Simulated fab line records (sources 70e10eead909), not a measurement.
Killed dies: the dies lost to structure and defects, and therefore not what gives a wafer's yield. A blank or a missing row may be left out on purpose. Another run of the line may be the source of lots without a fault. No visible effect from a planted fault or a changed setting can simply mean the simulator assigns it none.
fab line records    flow nand_harc
[record] lots = 6  wafers = 18  last_day = 24
route steps=1159 shown P_ZERO_WELL@68 P_STI@69 END@1159
lots untouched by any fault: they come from a run of this same line in which no faults occurred
start_h: start of the lot's first displayed wafer, in hours after the record's first day    wait_h: hours from the lot's prior step to this one    " identical to the entry in the row above    L1.1+2: several wafers, shown together as one row    - no value, or no start given    * or withheld: withheld    < > ~ a bound
route shown NAME@n: names a module that has steps shown in the file, with the first one's number in the route    usual: mean and standard deviation over wafers with no fault    same: alike in all rows    chamber/n: place in a boat    sites: readings site by site    _std_site: how widely they spread, as a standard deviation    _edge_site: inner sites' mean taken away from outer sites' mean    radius_mm: for every site, how far away it sits from the centre of the wafer    mask NAME#n: copy n    behind: tool/chamber where the wafer was last shaped    hold: cause of the lot's hold/its duration in hours/its outcome    device: the n, p or np transistor that did not switch    end of line: the route-end tests of the same wafers    step lacking rows: just its recipe    killed: dies that structure and defects cost at the first sort, which is not the same as the wafer's yield    map: the dies of a wafer, with x for killed, . for not killed, _ for no die there
set.NAME: the run value of the setting; set.NAME@STEP: its run value at that earlier step    model.NAME: the simulator's own value behind a step, which no gauge read
certain route steps with their lots: each step a table, each wafer a row
services: from which hour (start_h, from the record's first day; less than 0 if before it) a tool's chamber was out of use, for how many hours, and why
[[steps]]
[step NHARC_P_ZERO_WELL_INSPECT_43]
[usual] raw_defect_count = 14/5.9
lot.wafer  tool               chamber  start_h  wait_h  raw_defect_count
L805.3     defect_inspect-02  -        43.61    0.4     14
L805.4     "                  -        "        "       12
L805.5     "                  -        "        "       10
L810.1     defect_inspect-01  -        73.95    0.6     15
L810.2     "                  -        "        "       12
L810.3     "                  -        "        "       13
L815.1     defect_inspect-02  -        103.39   0.6     18
L815.2     "                  -        "        "       14
L815.6     "                  -        "        "       13
L817.2     defect_inspect-02  -        115.32   0.5     8
L817.3     "                  -        "        "       17
L817.4     "                  -        "        "       6
L818.2     defect_inspect-02  -        121.81   0.5     12
L818.4     "                  -        "        "       15
L818.5     "                  -        "        "       13
L819.2     defect_inspect-02  -        127.88   0.5     17
L819.3     "                  -        "        "       15
L819.4     "                  -        "        "       6
[step NHARC_P_STI_ETCH_26]
[recipe] target_depth_a = 110  chemistry = dHF  material = SiO2
[step NHARC_P_STI_PRECLEAN_27]
[recipe] time_s = *  temp_c = 50  bath_age_min = 0  chemistry = SC1
[step NHARC_P_STI_SRD_28]
[step NHARC_P_STI_OXIDE_29]
[recipe] target_thk_a = 100  temp_c = 900  ox_time_s = 1362  material = SiO2
[step NHARC_P_STI_HM_DEP_30]
[recipe] target_thk_a = 800  temp_c = 790  pressure_mtorr = 300  time_s = 873  material = Si3N4
[step NHARC_P_STI_DEHYDRATE_01]
[recipe] temp_c = 150  time_s = 120
[step NHARC_P_STI_HMDS_02]
[recipe] time_s = 30
[step NHARC_P_STI_COAT_41]
[recipe] temp_c = 200  time_s = 65
[step NHARC_P_STI_COAT_03]
[recipe] spin_rpm = 2000  resist_thk_nm = 600
[step NHARC_P_STI_SOFTBAKE_04]
[recipe] temp_c = 125  time_s = 70
[step NHARC_P_STI_EBR_05]
[step NHARC_P_STI_EXPOSE_06]
[recipe] na = 0.55  target_cd_nm = 200  dose_mj = 37.69  mask_id = P_STI
[usual] exposure_dose_mJ_cm2 = 37.66/0.038
lot.wafer  tool            chamber  start_h  wait_h  mask     exposure_dose_mJ_cm2
L805.3     krf_scanner-04  0        58.84    -       P_STI#0  37.64
L805.4     "               0        "        "       P_STI#0  37.62
L805.5     "               0        "        "       P_STI#0  37.62
L810.1     krf_scanner-04  0        90.86    -       P_STI#0  37.67
L810.2     "               0        "        "       P_STI#0  37.67
L810.3     "               0        "        "       P_STI#0  37.64
L815.1     krf_scanner-02  0        121.73   -       P_STI#0  20.38
L815.2     "               0        "        "       P_STI#0  20.37
L815.6     "               0        "        "       P_STI#0  20.35
L817.2     krf_scanner-02  0        134.03   -       P_STI#0  23.93
L817.3     "               0        "        "       P_STI#0  23.90
L817.4     "               0        "        "       P_STI#0  23.90
L818.2     krf_scanner-04  0        134.19   -       P_STI#0  37.57
L818.4     "               0        "        "       P_STI#0  37.67
L818.5     "               0        "        "       P_STI#0  37.63
L819.2     krf_scanner-04  0        145.50   -       P_STI#0  37.69
L819.3     "               0        "        "       P_STI#0  37.71
L819.4     "               0        "        "       P_STI#0  37.68
[step NHARC_P_STI_PEB_07]
[recipe] peb_temp_c = 128  peb_time_s = 80
[step NHARC_P_STI_DEVELOP_08]
[recipe] time_s = 50  dev_temp_c = 22
[step NHARC_P_STI_CD_MEAS_09]
[recipe] target_cd_nm = 200  landing_energy_ev = 500
[usual] cd_nm = 199.4/1.8
[same] landing_energy_ev = 500
lot.wafer  tool       chamber  start_h  wait_h  cd_nm
L805.3     cd_sem-03  0        58.98    -       199.5
L805.4     "          0        "        "       198.8
L805.5     "          0        "        "       199.4
L810.1     cd_sem-02  0        91.01    -       198.5
L810.2     "          0        "        "       199.2
L810.3     "          0        "        "       200.4
L815.1     cd_sem-03  0        121.88   -       63.5
L815.2     "          0        "        "       61.4
L815.6     "          0        "        "       60.4
L817.2     cd_sem-01  0        134.18   -       101.1
L817.3     "          0        "        "       101.1
L817.4     "          0        "        "       99.7
L818.2     cd_sem-02  0        134.34   -       201.0
L818.4     "          0        "        "       197.9
L818.5     "          0        "        "       200.4
L819.2     cd_sem-03  0        145.65   -       200.0
L819.3     "          0        "        "       198.7
L819.4     "          0        "        "       200.7
[step NHARC_P_STI_OVL_MEAS_10]
[usual] overlay_x_nm = 1/6.2  overlay_y_nm = 0/5.2
lot.wafer  tool        chamber  start_h  wait_h  overlay_x_nm  overlay_y_nm
L805.3     overlay-01  -        59.07    -       3             3
L805.4     "           -        "        "       4             3
L805.5     "           -        "        "       4             3
L810.1     overlay-02  -        91.10    -       4             -3
L810.2     "           -        "        "       4             -3
L810.3     "           -        "        "       4             -3
L815.1     overlay-02  -        121.97   -       1             -4
L815.2     "           -        "        "       1             -4
L815.6     "           -        "        "       0             -4
L817.2     overlay-01  -        134.26   -       -9            -4
L817.3     "           -        "        "       -10           -4
L817.4     "           -        "        "       -10           -4
L818.2     overlay-02  -        134.42   -       -2            -2
L818.4     "           -        "        "       -2            -2
L818.5     "           -        "        "       -2            -2
L819.2     overlay-02  -        145.73   -       -9            2
L819.3     "           -        "        "       -10           2
L819.4     "           -        "        "       -10           2
[step NHARC_P_STI_INSPECT_11]
[usual] raw_defect_count = 5.6/2.5
lot.wafer  tool               chamber  start_h  wait_h  raw_defect_count
L805.3     defect_inspect-02  -        59.10    0.0     8
L805.4     "                  -        "        "       5
L805.5     "                  -        "        "       3
L810.1     defect_inspect-01  -        91.14    0.0     7
L810.2     "                  -        "        "       7
L810.3     "                  -        "        "       10
L815.1     defect_inspect-02  -        122.01   0.0     6
L815.2     "                  -        "        "       8
L815.6     "                  -        "        "       3
L817.2     defect_inspect-01  -        134.30   0.0     9
L817.3     "                  -        "        "       5
L817.4     "                  -        "        "       5
L818.2     defect_inspect-01  -        134.46   0.0     5
L818.4     "                  -        "        "       9
L818.5     "                  -        "        "       10
L819.2     defect_inspect-01  -        145.77   0.0     6
L819.3     "                  -        "        "       9
L819.4     "                  -        "        "       5
[step NHARC_P_STI_HARDBAKE_13]
[recipe] temp_c = 118  time_s = 65
[step NHARC_P_STI_DESCUM_14]
[recipe] time_s = 3  o2_flow_sccm = 200  ar_flow_sccm = 0  bias_power_w = 0  chemistry = O2
[usual] drypump_motor_current_A = 6.0/0.32  oes_product_au = 1.003/0.0065  rf_vpp_V = 57.7/0.96  showerhead_plenum_p_Torr = 1.92/0.088  throttle_valve_pct = 11.310/0.0092
lot.wafer  tool         chamber  start_h  wait_h  drypump_motor_current_A  oes_product_au  rf_hours_counter_h  rf_vpp_V  showerhead_plenum_p_Torr  throttle_valve_pct  model.P_STI.cd_nm
L805.4     rie_diel-02  2        59.24    -       6.0                      1.002           3.1                 56.8      1.97                      11.320              199.2
L805.3     "            0        "        "       6.2                      0.991           3.0                 56.6      1.83                      11.319              199
L805.5     "            2        "        "       5.9                      1.000           -                   58.8      1.98                      11.315              199.8
L810.2     rie_diel-02  3        91.27    -       6.5                      0.995           3.9                 57.0      1.87                      11.331              198.9
L810.1     "            0        "        "       6.2                      0.997           4.0                 58.5      1.83                      11.316              198.1
L810.3     "            2        "        "       5.9                      1.008           4.0                 58.8      1.97                      11.303              200.6
L815.1     rie_diel-02  2        122.14   -       6.0                      1.015           5.0                 56.6      1.97                      11.297              64.05
L815.2     "            3        "        "       6.5                      1.007           5.1                 57.0      1.87                      11.299              61.84
L815.6     "            2        "        "       5.9                      1.006           -                   57.8      1.97                      11.310              60.56
L817.2     rie_diel-02  2        134.43   -       5.9                      1.006           5.4                 58.1      1.97                      11.315              100.9
L817.3     "            3        "        "       6.5                      1.011           5.5                 56.9      1.87                      11.296              100.9
L817.4     "            0        "        "       6.2                      0.998           5.5                 56.6      1.83                      11.309              99.67
L818.4     rie_diel-01  0        134.60   -       6.1                      1.005           3.9                 56.7      1.80                      11.302              198.2
L818.2     "            1        "        "       5.1                      0.996           3.6                 58.2      2.02                      11.314              200.6
L818.5     "            0        "        "       6.0                      1.000           -                   58.0      1.80                      11.307              199.9
L819.3     rie_diel-09  0        145.91   -       6.1                      1.008           3.8                 57.5      2.04                      11.319              198.3
L819.2     "            1        "        "       5.8                      1.003           3.9                 56.1      1.81                      11.318              200.5
L819.4     "            3        "        "       5.9                      1.012           3.9                 58.3      2.05                      11.312              200.2
[step NHARC_P_STI_ETCH_42]
[recipe] target_depth_a = 800  overetch_a = 240  time_s = 61  ion_energy_ev = 200  n2_flow_sccm = 150  h2_flow_sccm = 150  ar_flow_sccm = 0  rf_w = 400  bias_w = 150  chemistry = N2/H2
[usual] drypump_motor_current_A = 6.0/0.35  oes_product_au = 1.004/0.0069  rf_vpp_V = 430.9/2.8  showerhead_plenum_p_Torr = 2.06/0.098  throttle_valve_pct = 14.173/0.0093
lot.wafer  tool         chamber  start_h  wait_h  drypump_motor_current_A  oes_product_au  rf_hours_counter_h  rf_vpp_V  showerhead_plenum_p_Torr  throttle_valve_pct
L805.3     rie_diel-02  2        59.32    0.1     5.9                      1.011           3.2                 432.8     2.11                      14.155
L805.4     "            0        "        "       6.2                      0.997           3.0                 426.8     1.95                      14.168
L805.5     "            2        "        "       6.0                      1.010           -                   430.6     2.11                      14.171
L810.2     rie_diel-02  3        91.36    0.1     6.5                      0.996           4.0                 429.5     2.00                      14.171
L810.1     "            0        "        "       6.2                      0.997           4.0                 427.2     1.95                      14.173
L810.3     "            2        "        "       6.0                      0.995           4.0                 432.9     2.11                      14.159
L815.1     rie_diel-02  1        122.23   0.1     6.0                      1.011           4.6                 432.1     2.13                      14.187
L815.2     "            0        "        "       6.1                      1.005           5.1                 427.5     1.95                      14.172
L815.6     "            1        "        "       6.1                      1.008           -                   433.9     2.13                      14.166
L817.3     rie_diel-02  0        134.52   0.1     6.2                      0.997           5.5                 428.8     1.95                      14.169
L817.4     "            1        "        "       6.1                      1.009           5.1                 432.2     2.13                      14.166
L817.2     "            2        "        "       6.0                      0.999           5.4                 432.1     2.11                      14.181
L818.4     rie_diel-01  3        134.69   0.1     6.0                      1.009           3.8                 432.9     2.11                      14.177
L818.2     "            0        "        "       6.1                      1.002           4.0                 427.8     1.91                      14.163
L818.5     "            3        "        "       6.0                      0.998           -                   433.1     2.11                      14.184
L819.4     rie_diel-09  3        146.00   0.1     5.9                      1.002           3.9                 434.5     2.19                      14.183
L819.3     "            0        "        "       6.1                      1.010           3.8                 433.3     2.18                      14.178
L819.2     "            1        "        "       5.9                      1.013           3.9                 427.8     1.93                      14.182
[step NHARC_P_STI_ETCH_31]
[recipe] target_depth_a = 1089  time_s = 54.5  cf4_flow_sccm = 100  chf3_flow_sccm = 30  ar_flow_sccm = 0  rf_w = 500  bias_w = 200  chemistry = CF4/CHF3
[usual] cf4_flow_sccm = 100.1/0.31  drypump_motor_current_A = 6.0/0.34  oes_product_au = 0.968/0.015  rf_vpp_V = 370.7/2.5  showerhead_plenum_p_Torr = 1.58/0.069  throttle_valve_pct = 16.802/0.0094
lot.wafer  tool         chamber  start_h  wait_h  cf4_flow_sccm  drypump_motor_current_A  oes_product_au  rf_hours_counter_h  rf_vpp_V  showerhead_plenum_p_Torr  throttle_valve_pct
L805.3     rie_diel-02  2        -        -       100.3          6.0                      0.949           3.2                 371.5     1.62                      16.799
L805.4     "            0        "        "       99.9           6.2                      0.934           3.0                 368.6     1.51                      16.799
L805.5     "            1        "        "       100.2          6.0                      0.942           -                   372.6     1.64                      16.808
L810.2     rie_diel-02  2        -        -       99.9           5.9                      0.987           4.0                 372.0     1.62                      16.793
L810.3     "            0        "        "       100.5          6.2                      0.963           4.0                 367.1     1.51                      16.802
L810.1     "            1        "        "       99.8           6.1                      0.979           3.5                 372.8     1.64                      16.816
L815.2     rie_diel-02  0        -        -       99.3           6.2                      0.984           5.1                 367.7     1.51                      16.800
L815.1     "            1        "        "       99.8           6.1                      0.995           4.6                 372.2     1.64                      16.813
L815.6     "            3        "        "       100.2          6.5                      0.966           -                   370.0     1.54                      16.804
L817.4     rie_diel-02  3        -        -       99.9           6.5                      0.965           5.5                 369.2     1.54                      16.789
L817.2     "            1        "        "       99.6           6.0                      0.979           5.1                 373.3     1.64                      16.810
L817.3     "            2        "        "       100.0          6.0                      0.967           5.5                 372.4     1.62                      16.797
L818.2     rie_diel-01  0        -        -       99.7           6.1                      0.970           4.0                 367.3     1.48                      16.801
L818.4     "            2        "        "       100.4          6.6                      0.981           3.5                 368.6     1.52                      16.784
L818.5     "            1        "        "       100.7          5.1                      0.984           -                   372.9     1.66                      16.797
L819.2     rie_diel-09  1        -        -       99.2           5.8                      0.969           3.9                 368.0     1.49                      16.786
L819.3     "            2        "        "       99.6           5.8                      0.984           4.0                 370.6     1.55                      16.808
L819.4     "            0        "        "       100.4          6.0                      0.962           3.8                 375.2     1.67                      16.796
[step NHARC_P_STI_ETCH_15]
[recipe] target_depth_a = 3000  taper_deg = 4  time_s = 100.1  hbr_flow_sccm = 150  cl2_flow_sccm = 50  rf_w = 400  icp_w = 400  bias_w = 100  chemistry = HBr/Cl2
[usual] drypump_motor_current_A = 5.8/0.55  oes_product_au = 1.004/0.0075  throttle_valve_pct = 26.405/0.0082
lot.wafer  tool       chamber  start_h  wait_h  drypump_motor_current_A  oes_product_au  rf_hours_counter_h  throttle_valve_pct  model.P_STI.cd_nm
L805.4     rie_si-05  1        59.53    -       5.7                      1.011           1.1                 26.399              197.9
L805.3     "          3        "        "       4.9                      0.996           1.0                 26.406              197.8
L805.5     "          1        "        "       5.7                      0.997           -                   26.401              198.4
L810.2     rie_si-05  3        91.56    -       4.9                      1.007           0.1                 26.415              199
L810.1     "          0        "        "       6.6                      1.002           0.1                 26.397              197.9
L810.3     "          1        "        "       5.7                      0.999           0.0                 26.390              200.5
L815.2     rie_si-06  2        122.43   -       6.4                      0.998           0.8                 26.398              61.87
L815.1     "          0        "        "       6.3                      1.012           0.9                 26.406              63.87
L815.6     "          2        "        "       6.5                      0.998           -                   26.402              59.4
L817.3     rie_si-06  3        134.73   -       6.2                      0.999           1.0                 26.417              100.6
L817.4     "          0        "        "       6.3                      1.005           1.0                 26.418              99.51
L817.2     "          1        "        "       5.4                      1.008           1.0                 26.416              100.1
L818.2     rie_si-05  2        134.90   -       5.4                      1.008           0.5                 26.407              200.3
L818.4     "          3        "        "       4.9                      1.009           0.4                 26.408              199
L818.5     "          1        "        "       5.6                      1.009           -                   26.392              199.7
L819.2     rie_si-01  0        146.20   -       5.9                      1.001           0.1                 26.406              199.1
L819.4     "          1        "        "       6.2                      1.007           0.0                 26.391              199.2
L819.3     "          2        "        "       5.2                      0.991           0.0                 26.425              198.2
[step NHARC_P_STI_CD_MEAS_16]
[usual] cd_nm = 198.9/1.9
lot.wafer  tool       chamber  start_h  wait_h  cd_nm
L805.3     cd_sem-01  -        59.68    -       197.5
L805.4     "          -        "        "       198.0
L805.5     "          -        "        "       198.5
L810.1     cd_sem-02  -        91.71    -       198.0
L810.2     "          -        "        "       199.2
L810.3     "          -        "        "       200.2
L815.1     cd_sem-01  -        122.58   -       63.7
L815.2     "          -        "        "       61.5
L815.6     "          -        "        "       59.2
L817.2     cd_sem-01  -        134.88   -       100.3
L817.3     "          -        "        "       100.8
L817.4     "          -        "        "       99.7
L818.2     cd_sem-01  -        135.05   -       200.2
L818.4     "          -        "        "       198.8
L818.5     "          -        "        "       199.8
L819.2     cd_sem-03  -        146.35   -       198.7
L819.3     "          -        "        "       197.9
L819.4     "          -        "        "       199.0
[step NHARC_P_STI_OCD_MEAS_17]
[usual] trench_foot_cd_nm = 157.1/1.9
lot.wafer  tool    chamber  start_h  wait_h  trench_foot_cd_nm
L805.3     ocd-02  -        59.77    0.1     157.3
L805.4     "       -        "        "       156.6
L805.5     "       -        "        "       157.3
L810.1     ocd-02  -        91.80    0.1     156.3
L810.2     "       -        "        "       156.1
L810.3     "       -        "        "       158.0
L815.1     ocd-01  -        122.67   0.1     20.5
L815.2     "       -        "        "       19.0
L815.6     "       -        "        "       17.9
L817.2     ocd-01  -        134.96   0.1     58.4
L817.3     "       -        "        "       58.7
L817.4     "       -        "        "       57.7
L818.2     ocd-02  -        135.13   0.1     158.1
L818.4     "       -        "        "       155.2
L818.5     "       -        "        "       157.4
L819.2     ocd-02  -        146.43   0.1     159.1
L819.3     "       -        "        "       155.9
L819.4     "       -        "        "       158.2
[step NHARC_P_STI_STRIP_19]
[recipe] time_s = 900  temp_c = 130  chemistry = SPM
[step NHARC_END_SORT_01]
[recipe] temp_c = 25
[usual] killed_at_array = 31/12  killed_at_other = 0.6/0.85  killed_at_periphery = 3.0/2.3  killed_dies = 35/12  killed_open = 3.2/1.9  killed_short = 1.8/1.4
[same] gross_dies = 677
lot.wafer  tool       chamber  start_h  wait_h  killed_at_array  killed_at_other  killed_at_periphery  killed_dies  killed_open  killed_short
L818.2     prober-02  0        534.57   2.8     42               0                3                    45           5            2
L818.4     prober-02  0        536.14   3.3     35               1                5                    41           2            0
L815.1     prober-01  0        541.63   2.5     31               0                646                  677          4            2
L815.2     prober-01  0        542.43   2.8     40               1                636                  677          1            5
L815.6     prober-01  0        545.63   4.0     30               0                647                  677          4            2
L817.2     prober-02  0        550.07   2.8     37               1                639                  677          2            3
L817.3     prober-02  0        550.89   3.1     33               0                644                  677          2            3
L817.4     prober-02  0        551.70   3.4     37               0                640                  677          4            2
// killed by level:class
L818.2 A_CHANNEL_HOLE_D1:chamber_film_flake=20 A_CONTACT:chamber_film_flake=5 A_SLIT:chamber_film_flake=4 A_BLC:chamber_film_flake=4 A_CONTACT:geometric_particle:open=2 P_GATE:chamber_film_flake=2 A_STAIRCASE:chamber_film_flake=2 A_CHANNEL_FILL_D1:geometric_particle:open=1
L818.4 A_CHANNEL_HOLE_D1:chamber_film_flake=23 P_ZERO_WELL:chamber_film_flake=3 A_BLC:chamber_film_flake=3 A_STAIRCASE:chamber_film_flake=2 A_SLIT:chamber_film_flake=2 A_CONTACT:chamber_film_flake=2 A_WL_FILL:geometric_particle:open=1 A_CONTACT:geometric_particle:open=1
L815.1 P_STI:area_expose=644 A_CHANNEL_HOLE_D1:chamber_film_flake=16 A_STAIRCASE:chamber_film_flake=5 A_CONTACT:chamber_film_flake=3 A_CHANNEL_FILL_D1:geometric_particle:open=2 P_STI:geometric_particle:short=1 P_CONTACT:geometric_particle:open=1 A_SGD_CUT:geometric_particle:short=1
L815.2 P_STI:area_expose=633 A_CHANNEL_HOLE_D1:chamber_film_flake=29 A_STAIRCASE:chamber_film_flake=5 P_CONTACT:geometric_particle:short=2 A_CONTACT:chamber_film_flake=2 A_CHANNEL_FILL_D1:geometric_particle:short=1 A_SGD_CUT:geometric_particle:short=1 A_CONTACT:geometric_particle:open=1
L815.6 P_STI:area_expose=642 A_CHANNEL_HOLE_D1:chamber_film_flake=18 A_CONTACT:chamber_film_flake=4 A_CONTACT:geometric_particle:open=2 P_STI:chamber_film_flake=2 A_WL_FILL:chamber_film_flake=2 P_CONTACT:geometric_particle:short=1 P_M2:geometric_particle:open=1
L817.2 P_STI:area_expose=636 A_SLIT:chamber_film_flake=13 A_CHANNEL_HOLE_D1:chamber_film_flake=7 A_CONTACT:chamber_film_flake=7 A_STAIRCASE:chamber_film_flake=5 A_M1:geometric_particle:short=2 P_BONDPAD:chamber_film_flake=2 P_CONTACT:geometric_particle:open=1
L817.3 P_STI:area_expose=642 A_SLIT:chamber_film_flake=19 A_CHANNEL_HOLE_D1:chamber_film_flake=5 A_STAIRCASE:chamber_film_flake=3 A_CONTACT:chamber_film_flake=2 P_CONTACT:geometric_particle:short=1 P_CONTACT:geometric_particle:open=1 A_CHANNEL_FILL_D1:geometric_particle:open=1
L817.4 P_STI:area_expose=638 A_SLIT:chamber_film_flake=18 A_CHANNEL_HOLE_D1:chamber_film_flake=7 A_CONTACT:chamber_film_flake=5 A_CONTACT:geometric_particle:open=2 P_CONTACT:geometric_particle:open=1 P_M1:geometric_particle:short=1 A_ONON_D1:geometric_particle:short=1
// map L815.1 (x killed, . not)
____________x____________
_________xxxxxxx_________
_______xxxxxxxxxxx_______
______xxxxxxxxxxxxx______
_____xxxxxxxxxxxxxxx_____
____xxxxxxxxxxxxxxxxx____
____xxxxxxxxxxxxxxxxx____
___xxxxxxxxxxxxxxxxxxx___
___xxxxxxxxxxxxxxxxxxx___
__xxxxxxxxxxxxxxxxxxxxx__
__xxxxxxxxxxxxxxxxxxxxx__
_xxxxxxxxxxxxxxxxxxxxxxx_
_xxxxxxxxxxxxxxxxxxxxxxx_
_xxxxxxxxxxxxxxxxxxxxxxx_
_xxxxxxxxxxxxxxxxxxxxxxx_
_xxxxxxxxxxxxxxxxxxxxxxx_
xxxxxxxxxxxxxxxxxxxxxxxxx
xxxxxxxxxxxxxxxxxxxxxxxxx
xxxxxxxxxxxxxxxxxxxxxxxxx
xxxxxxxxxxxxxxxxxxxxxxxxx
xxxxxxxxxxxxxxxxxxxxxxxxx
_xxxxxxxxxxxxxxxxxxxxxxx_
_xxxxxxxxxxxxxxxxxxxxxxx_
_xxxxxxxxxxxxxxxxxxxxxxx_
_xxxxxxxxxxxxxxxxxxxxxxx_
_xxxxxxxxxxxxxxxxxxxxxxx_
__xxxxxxxxxxxxxxxxxxxxx__
__xxxxxxxxxxxxxxxxxxxxx__
___xxxxxxxxxxxxxxxxxxx___
___xxxxxxxxxxxxxxxxxxx___
____xxxxxxxxxxxxxxxxx____
____xxxxxxxxxxxxxxxxx____
_____xxxxxxxxxxxxxxx_____
______xxxxxxxxxxxxx______
_______xxxxxxxxxxx_______
_________xxxxxxx_________
____________x____________
// map L817.2 (x killed, . not)
____________x____________
_________xxxxxxx_________
_______xxxxxxxxxxx_______
______xxxxxxxxxxxxx______
_____xxxxxxxxxxxxxxx_____
____xxxxxxxxxxxxxxxxx____
____xxxxxxxxxxxxxxxxx____
___xxxxxxxxxxxxxxxxxxx___
___xxxxxxxxxxxxxxxxxxx___
__xxxxxxxxxxxxxxxxxxxxx__
__xxxxxxxxxxxxxxxxxxxxx__
_xxxxxxxxxxxxxxxxxxxxxxx_
_xxxxxxxxxxxxxxxxxxxxxxx_
_xxxxxxxxxxxxxxxxxxxxxxx_
_xxxxxxxxxxxxxxxxxxxxxxx_
_xxxxxxxxxxxxxxxxxxxxxxx_
xxxxxxxxxxxxxxxxxxxxxxxxx
xxxxxxxxxxxxxxxxxxxxxxxxx
xxxxxxxxxxxxxxxxxxxxxxxxx
xxxxxxxxxxxxxxxxxxxxxxxxx
xxxxxxxxxxxxxxxxxxxxxxxxx
_xxxxxxxxxxxxxxxxxxxxxxx_
_xxxxxxxxxxxxxxxxxxxxxxx_
_xxxxxxxxxxxxxxxxxxxxxxx_
_xxxxxxxxxxxxxxxxxxxxxxx_
_xxxxxxxxxxxxxxxxxxxxxxx_
__xxxxxxxxxxxxxxxxxxxxx__
__xxxxxxxxxxxxxxxxxxxxx__
___xxxxxxxxxxxxxxxxxxx___
___xxxxxxxxxxxxxxxxxxx___
____xxxxxxxxxxxxxxxxx____
____xxxxxxxxxxxxxxxxx____
_____xxxxxxxxxxxxxxx_____
______xxxxxxxxxxxxx______
_______xxxxxxxxxxx_______
_________xxxxxxx_________
____________x____________
[[services]]
tool            chamber  start_h  hours  kind
krf_scanner-02  -        38.00    4.0    pm
rie_diel-02     0        56.35    -      clean
rie_diel-02     1        56.35    -      clean
rie_diel-02     2        56.35    -      clean
rie_diel-02     3        56.35    -      clean
rie_si-06       2        58.30    10.1   repair
rie_si-05       -        62.00    9.0    pm
rie_si-05       -        71.84    2.1    repair
rie_diel-09     -        77.37    9.0    pm
rie_diel-02     0        80.85    -      clean
rie_diel-02     1        80.85    -      clean
rie_diel-02     2        80.85    -      clean
rie_diel-02     3        80.85    -      clean
rie_si-01       1        82.49    4.2    repair
rie_si-05       1        83.68    2.5    repair
rie_si-01       -        92.15    0.8    repair
rie_diel-02     0        99.43    3.9    repair
krf_scanner-04  -        101.39   17.0   repair
rie_diel-02     0        105.35   -      clean
rie_diel-02     1        105.35   -      clean
rie_diel-02     2        105.35   -      clean
krf_scanner-04  -        126.00   4.0    pm
rie_si-01       -        127.00   9.0    pm
rie_diel-01     -        137.80   9.0    pm
[[key]]
[first_sign] step = NHARC_P_STI_EXPOSE_06  reading = exposure_dose_mJ_cm2  direction = down  sigmas = 99+  usual = 37.66  struck = 22.13
[effect] step = NHARC_P_STI_CD_MEAS_09  reading = cd_nm  direction = down  sigmas = 65  usual = 199.4  struck = 81.2  through = control_loop
[effect] step = NHARC_P_STI_CD_MEAS_16  reading = cd_nm  direction = down  sigmas = 61  usual = 198.9  struck = 80.9  through = control_loop
[effect] step = NHARC_P_STI_OCD_MEAS_17  reading = trench_foot_cd_nm  direction = down  sigmas = 63  usual = 157.1  struck = 38.7  through = control_loop
[effect] step = NHARC_END_SORT_01  reading = killed_at_periphery  direction = up  sigmas = 99+  usual = 3.0  struck = 642
[model_effect] step = NHARC_P_STI_DESCUM_14  value = P_STI.cd_nm  without = 199  struck = 81.32
[model_effect] step = NHARC_P_STI_ETCH_15  value = P_STI.cd_nm  without = 198.6  struck = 80.9
[more_kills_born_at] NHARC_P_STI_EXPOSE_06@krf_scanner-02 = 3835
met_at NHARC_P_STI_EXPOSE_06
struck_wafers L815.1,L815.2,L815.6,L817.2,L817.3,L817.4
later_rows_left_out L815.1,L815.2,L815.6,L817.2,L817.3,L817.4
tester_left_out L815,L817
[loop_trim] step = NHARC_P_STI_EXPOSE_06  setting = dose  lots = L817
[fault] kind = process_parameter_drift  tool = krf_scanner-02  chamber = -  onset_h = 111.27  steps = NHARC_P_STI_EXPOSE_06  channel = dose_mj  offset = -17.252  shape = step  acts_in = these_recipes_only  stated = 37.69
// tester_left_out: of these lots the tester's yield and bins aren't shown, on N5 and GAA mostly nor the transistor test; their killed dies are dies lost to structure and defects alone, not to doping, threshold or leakage, so they don't give the yield
// later_rows_left_out: the simulator's readings of these wafers behind a module that went badly wrong aren't trusted and aren't shown, but for the sort
// loop_trim: a control loop set the setting to another value than it would have without faults
